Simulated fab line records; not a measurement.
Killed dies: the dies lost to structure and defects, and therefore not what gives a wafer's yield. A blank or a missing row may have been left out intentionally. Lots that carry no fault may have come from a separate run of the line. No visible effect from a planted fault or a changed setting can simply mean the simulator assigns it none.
fab line records ; flow n5-finfet ; part 2 of 2: steps 19 to 26 of 26
[record] lots = 5; wafers = 15; last-day = 19
route steps=1938 shown BEOL_M4@1051
lots untouched by any fault: they come from a run of this same line in which no faults occurred
start-h: hours from the record's first day to the start of the lot's first wafer shown ; wait-h: hours elapsed since this lot's preceding step ; " identical to the entry in the row above ; L1.1+2: one row covering several wafers at once ; - either no value or no given start ; * or withheld: withheld ; < > ~ a bound
route shown NAME@n: names a module that has steps shown in the file, with the first one's number in the route ; usual: mean/standard deviation of fault-free wafers ; same: alike in all rows ; chamber/n: place in a boat ; sites: readings site by site ; _std_site: standard deviation of those values ; _edge_site: outer sites' mean less inner sites' ; radius-mm: how far each site lies from the wafer's centre ; mask NAME#n: copy n ; behind: tool/chamber where the wafer was last shaped ; hold: cause of the lot's hold/its duration in hours/its outcome ; device: names the non-switching transistor (n, p or np) ; end of line: tests run on the same wafers once the route is complete ; a step with no rows: only its recipe ; killed: not the wafer's yield, but the dies lost to structure and defects at the first sort ; map: shows each die of a wafer: x if killed, . if not, _ if none is there
set.NAME: the setting that was run; set.NAME@STEP: the one run at that earlier step ; model.NAME: the simulator's own value behind a step, which no gauge read
lots at selected steps of the route; one table per step, one row per wafer
services: from which hour (start-h, from the record's first day; less than 0 if before it) a tool's chamber was out of use, for how many hours, and why
[[steps]]
[step N5_BEOL_M4_STRIP_36]
[recipe] chemistry = N2/H2; power-w = 450; temp-c = 40; pressure-mtorr = 20; rf-frequency-hz = 6e+07; overash-fraction = 0.3; bias-power-w = 7; h2-frac = 0.5; n2-flow-sccm = 200; h2-flow-sccm = 200
[usual] drypump-motor-current-A = 5.72/0.26; oes-product-au = 0.84/0.081; rf-vpp-V = 59.4/1.6; showerhead-plenum-p-Torr = 2.59/0.094; throttle-valve-pct = 23.6/0.32
lot.wafer;tool;chamber;start-h;wait-h;drypump-motor-current-A;oes-product-au;rf-hours-counter-h;rf-vpp-V;showerhead-plenum-p-Torr;throttle-valve-pct
L076.2;rie-diel-05;0;182.40;0.0;5.58;0.78;116;62.9;2.55;23.3
L076.3;rie-diel-05;2;182.40;0.0;6.14;0.85;73;59.9;2.58;23.8
L076.6;rie-diel-05;1;182.40;0.0;5.80;0.93;-;59.4;2.59;22.9
L079.1;rie-diel-05;0;206.93;0.0;5.63;0.78;126;61.4;2.54;23.3
L079.3;rie-diel-05;2;206.93;0.0;6.17;0.82;82;56.4;2.57;23.8
L079.5;rie-diel-05;2;206.93;0.0;6.16;0.82;-;57.0;2.57;23.8
L082.1;rie-diel-04;0;225.14;0.0;5.46;0.67;246;56.7;2.50;23.8
L082.2;rie-diel-04;1;225.14;0.0;6.05;0.93;23;59.6;2.59;23.4
L082.3;rie-diel-04;2;225.14;0.0;5.45;0.67;234;60.0;2.41;24.3
L090.1;rie-diel-05;3;307.43;0.0;5.89;0.87;33;57.9;2.49;23.9
L090.5;rie-diel-05;1;307.43;0.0;5.83;0.84;-;60.8;2.57;23.0
L090.6;rie-diel-05;2;307.43;0.0;6.12;0.79;-;62.5;2.55;23.9
L095.2;rie-diel-06;0;326.59;0.0;5.56;0.80;101;59.8;2.68;23.8
L095.3;rie-diel-06;2;326.59;0.0;5.75;0.81;94;59.1;2.66;23.1
L095.6;rie-diel-06;2;326.59;0.0;5.76;0.83;-;60.1;2.66;23.1
[step N5_BEOL_M4_TRENCH_ETCH_37]
[recipe] chemistry = C4F6/O2; target-depth-a = 555.55; target = SiOC; time-s = 29.2; ion-energy-ev = 250; pressure-mtorr = 30; source-w = 355; bias-w = 185; Ar_flow_sccm = 300; C4F6_flow_sccm = 10; O2_flow_sccm = 10
[usual] drypump-motor-current-A = 5.71/0.27; oes-product-au = 0.84/0.08; rf-vpp-V = 672/13; showerhead-plenum-p-Torr = 2.90/0.1; throttle-valve-pct = 20.77/0.23
lot.wafer;tool;chamber;start-h;wait-h;drypump-motor-current-A;oes-product-au;rf-hours-counter-h;rf-vpp-V;showerhead-plenum-p-Torr;throttle-valve-pct
L076.2;rie-diel-05;0;-;-;5.59;0.78;116;666;2.85;20.53
L076.3;rie-diel-05;2;-;-;6.16;0.83;73;657;2.88;21.03
L076.6;rie-diel-05;1;-;-;5.82;0.91;-;665;2.91;20.35
L079.1;rie-diel-05;0;-;-;5.57;0.78;126;666;2.85;20.52
L079.3;rie-diel-05;2;-;-;6.15;0.82;82;657;2.87;21.06
L079.5;rie-diel-05;2;-;-;6.14;0.83;-;655;2.87;21.04
L082.1;rie-diel-04;0;-;-;5.44;0.66;246;675;2.82;20.86
L082.2;rie-diel-04;1;-;-;6.04;0.92;23;665;2.89;20.70
L082.3;rie-diel-04;2;-;-;5.45;0.67;234;657;2.70;21.37
L090.1;rie-diel-05;3;-;-;5.94;0.87;33;650;2.81;20.89
L090.5;rie-diel-05;1;-;-;5.82;0.83;-;665;2.89;20.38
L090.6;rie-diel-05;2;-;-;6.15;0.78;-;656;2.86;21.09
L095.2;rie-diel-06;0;-;-;5.57;0.79;101;663;2.98;20.93
L095.3;rie-diel-06;2;-;-;5.75;0.80;94;689;3.01;20.66
L095.6;rie-diel-06;2;-;-;5.72;0.80;-;689;3.01;20.67
[step N5_BEOL_M4_ETCH_41]
[recipe] chemistry = CH3F/O2; target = SiCN; target-depth-a = 299; taper-deg = 2; time-s = 52.5; ion-energy-ev = 120; mask-material = TiN; pressure-mtorr = 30; source-w = 395; bias-w = 75; Ar_flow_sccm = 150; CH3F_flow_sccm = 30; O2_flow_sccm = 20
[usual] drypump-motor-current-A = 5.71/0.27; oes-product-au = 0.84/0.081; rf-vpp-V = 298.0/1.6; showerhead-plenum-p-Torr = 2.04/0.073; throttle-valve-pct = 16.20/0.24
lot.wafer;tool;chamber;start-h;wait-h;drypump-motor-current-A;oes-product-au;rf-hours-counter-h;rf-vpp-V;showerhead-plenum-p-Torr;throttle-valve-pct
L076.2;rie-diel-05;0;-;-;5.54;0.78;116;296.8;2.01;16.01
L076.3;rie-diel-05;2;-;-;6.15;0.83;73;298.6;2.02;16.44
L076.6;rie-diel-05;1;-;-;5.81;0.91;-;297.6;2.04;15.78
L079.1;rie-diel-05;0;-;-;5.57;0.78;126;298.5;2.00;16.03
L079.3;rie-diel-05;2;-;-;6.14;0.82;82;297.8;2.02;16.44
L079.5;rie-diel-05;2;-;-;6.13;0.82;-;297.3;2.02;16.44
L082.1;rie-diel-04;0;-;-;5.43;0.66;246;294.7;1.98;16.37
L082.2;rie-diel-04;1;-;-;6.02;0.91;23;296.9;2.03;16.14
L082.3;rie-diel-04;2;-;-;5.42;0.67;234;295.0;1.89;16.82
L090.1;rie-diel-05;3;-;-;5.89;0.87;33;297.1;1.97;16.25
L090.5;rie-diel-05;1;-;-;5.81;0.82;-;298.2;2.03;15.88
L090.6;rie-diel-05;2;-;-;6.18;0.78;-;296.3;2.00;16.51
L095.2;rie-diel-06;0;-;-;5.61;0.80;101;298.6;2.10;16.38
L095.3;rie-diel-06;2;-;-;5.74;0.80;94;301.4;2.12;16.09
L095.6;rie-diel-06;2;-;-;5.74;0.81;-;298.5;2.12;16.09
[step N5_BEOL_M4_STRIP_97]
[recipe] chemistry = N2/H2; time-s = 10; power-w = 450; temp-c = 40; pressure-mtorr = 20; rf-frequency-hz = 6e+07; bias-power-w = 7; n2-flow-sccm = 200; h2-flow-sccm = 200
[usual] drypump-motor-current-A = 5.72/0.26; oes-product-au = 0.84/0.081; rf-vpp-V = 59.4/0.86; showerhead-plenum-p-Torr = 2.59/0.094; throttle-valve-pct = 23.6/0.32
lot.wafer;tool;chamber;start-h;wait-h;drypump-motor-current-A;oes-product-au;rf-hours-counter-h;rf-vpp-V;showerhead-plenum-p-Torr;throttle-valve-pct
L076.2;rie-diel-05;0;-;-;5.60;0.79;116;59.4;2.55;23.3
L076.3;rie-diel-05;2;-;-;6.14;0.84;73;58.2;2.57;23.8
L076.6;rie-diel-05;1;-;-;5.79;0.91;-;59.6;2.59;23.0
L079.1;rie-diel-05;0;-;-;5.57;0.76;126;59.0;2.54;23.3
L079.3;rie-diel-05;2;-;-;6.12;0.83;82;59.1;2.57;23.8
L079.5;rie-diel-05;2;-;-;6.16;0.83;-;60.3;2.57;23.8
L082.1;rie-diel-04;0;-;-;5.42;0.66;246;59.8;2.50;23.8
L082.2;rie-diel-04;1;-;-;6.02;0.93;23;59.9;2.59;23.4
L082.3;rie-diel-04;2;-;-;5.46;0.68;234;58.8;2.41;24.3
L090.1;rie-diel-05;3;-;-;5.94;0.87;33;59.6;2.49;23.9
L090.5;rie-diel-05;1;-;-;5.80;0.83;-;59.5;2.57;23.0
L090.6;rie-diel-05;2;-;-;6.17;0.79;-;59.8;2.55;23.9
L095.2;rie-diel-06;0;-;-;5.59;0.79;101;58.1;2.68;23.8
L095.3;rie-diel-06;2;-;-;5.79;0.80;94;59.5;2.66;23.1
L095.6;rie-diel-06;2;-;-;5.77;0.79;-;58.8;2.66;23.1
[step N5_BEOL_M4_OCD_MEAS_38]
[usual] trench-depth-nm = 55.8/1.1
lot.wafer;tool;chamber;start-h;wait-h;trench-depth-nm
L076.2;ocd-02;-;182.60;-;55.6
L076.3;ocd-02;-;182.60;-;55.4
L076.6;ocd-02;-;182.60;-;54.8
L079.1;ocd-02;-;207.12;-;55.0
L079.3;ocd-02;-;207.12;-;54.9
L079.5;ocd-02;-;207.12;-;55.9
L082.1;ocd-02;-;225.34;-;53.7
L082.2;ocd-02;-;225.34;-;56.3
L082.3;ocd-02;-;225.34;-;54.8
L090.1;ocd-02;-;307.63;-;55.0
L090.5;ocd-02;-;307.63;-;54.5
L090.6;ocd-02;-;307.63;-;55.2
L095.2;ocd-01;-;326.79;-;56.2
L095.3;ocd-01;-;326.79;-;55.4
L095.6;ocd-01;-;326.79;-;54.8
[step N5_BEOL_M4_HM_STRIP_39]
[recipe] chemistry = peroxide-tin-strip; material = TiN; target-depth-a = 250; temp-c = 50; time-s = 158
[usual] bath-heat-duty-pct = 7.0/0.83
lot.wafer;tool;chamber;start-h;wait-h;bath-heat-duty-pct
L076.2;wet-bench-06;3;182.63;0.0;6.7
L076.3;wet-bench-06;7;182.63;0.0;6.1
L076.6;wet-bench-06;2;182.63;0.0;8.5
L079.1;wet-bench-04;1;207.15;0.0;6.4
L079.3;wet-bench-04;5;207.15;0.0;6.7
L079.5;wet-bench-04;3;207.15;0.0;8.1
L082.1;wet-bench-05;0;225.37;0.0;7.4
L082.2;wet-bench-05;2;225.37;0.0;6.1
L082.3;wet-bench-05;3;225.37;0.0;7.1
L090.1;wet-bench-05;2;307.66;0.0;5.7
L090.5;wet-bench-05;1;307.66;0.0;7.2
L090.6;wet-bench-05;0;307.66;0.0;6.5
L095.2;wet-bench-05;7;326.82;0.0;7.0
L095.3;wet-bench-05;3;326.82;0.0;6.1
L095.6;wet-bench-05;4;326.82;0.0;7.9
[step N5_BEOL_M4_SRD_40]
[recipe] time-s = 30; temp-c = 23; rinse-liquid = diw; dry = ipa-marangoni
[usual] bath-heat-duty-pct = 3.6/0.52
lot.wafer;tool;chamber;start-h;wait-h;bath-heat-duty-pct
L076.2;wet-bench-06;3;182.67;0.0;3.0
L076.3;wet-bench-06;7;182.67;0.0;3.1
L076.6;wet-bench-06;2;182.67;0.0;3.9
L079.1;wet-bench-04;1;207.20;0.0;3.4
L079.3;wet-bench-04;5;207.20;0.0;3.8
L079.5;wet-bench-04;3;207.20;0.0;3.4
L082.1;wet-bench-05;0;225.41;0.0;3.6
L082.2;wet-bench-05;2;225.41;0.0;3.0
L082.3;wet-bench-05;3;225.41;0.0;3.1
L090.1;wet-bench-05;2;307.70;0.0;3.1
L090.5;wet-bench-05;1;307.70;0.0;3.8
L090.6;wet-bench-05;0;307.70;0.0;4.1
L095.2;wet-bench-05;7;326.86;0.0;4.4
L095.3;wet-bench-05;3;326.86;0.0;3.0
L095.6;wet-bench-05;4;326.86;0.0;4.0
[step N5_BEOL_M4_PRECLEAN_42]
[recipe] chemistry = residue-remover; time-s = 60; temp-c = 40
[usual] bath-heat-duty-pct = 4.4/0.64
lot.wafer;tool;chamber;start-h;wait-h;bath-heat-duty-pct
L076.2;wet-bench-06;3;182.69;0.0;4.1
L076.3;wet-bench-06;7;182.69;0.0;3.8
L076.6;wet-bench-06;2;182.69;0.0;4.3
L079.1;wet-bench-04;1;207.22;0.0;2.6
L079.3;wet-bench-04;5;207.22;0.0;4.5
L079.5;wet-bench-04;3;207.22;0.0;5.6
L082.1;wet-bench-05;0;225.43;0.0;4.3
L082.2;wet-bench-05;2;225.43;0.0;3.6
L082.3;wet-bench-05;3;225.43;0.0;5.0
L090.1;wet-bench-05;2;307.72;0.0;4.0
L090.5;wet-bench-05;1;307.72;0.0;4.3
L090.6;wet-bench-05;0;307.72;0.0;4.3
L095.2;wet-bench-05;7;326.88;0.0;4.9
L095.3;wet-bench-05;3;326.88;0.0;4.1
L095.6;wet-bench-05;4;326.88;0.0;5.1
[[services]]
tool;chamber;start-h;hours;kind
euv-scanner-01;-;172.58;1.0;pm
euv-scanner-02;-;173.62;2.0;repair
ald-sin-03;-;176.75;14.0;pm
euv-scanner-02;-;179.08;4.6;pm
rie-diel-05;3;184.85;-;clean
rie-diel-05;3;184.85;-;consumable-replace:focus-ring
rie-diel-05;3;184.85;29.9;scheduled-down
rie-diel-05;3;184.85;29.9;vent-cycle
ald-sin-03;-;190.75;6.0;pm
ald-sin-04;-;220.72;0.4;repair
euv-scanner-01;-;228.73;1.0;pm
ald-sin-04;-;235.24;0.5;repair
rie-diel-05;-;238.15;0.8;repair
ald-sin-03;3;245.65;11.3;repair
ald-sin-04;-;247.46;2.7;repair
euv-scanner-02;-;258.76;1.0;pm
ald-sin-04;-;269.04;14.0;pm
euv-scanner-01;-;279.55;4.6;pm
euv-scanner-01;-;284.88;1.0;pm
rie-diel-04;-;292.12;28.1;pm
euv-scanner-02;-;314.91;1.0;pm
ald-sin-04;3;319.30;9.2;repair
ald-sin-04;1;321.04;12.7;repair
rie-diel-04;1;326.00;10.0;repair
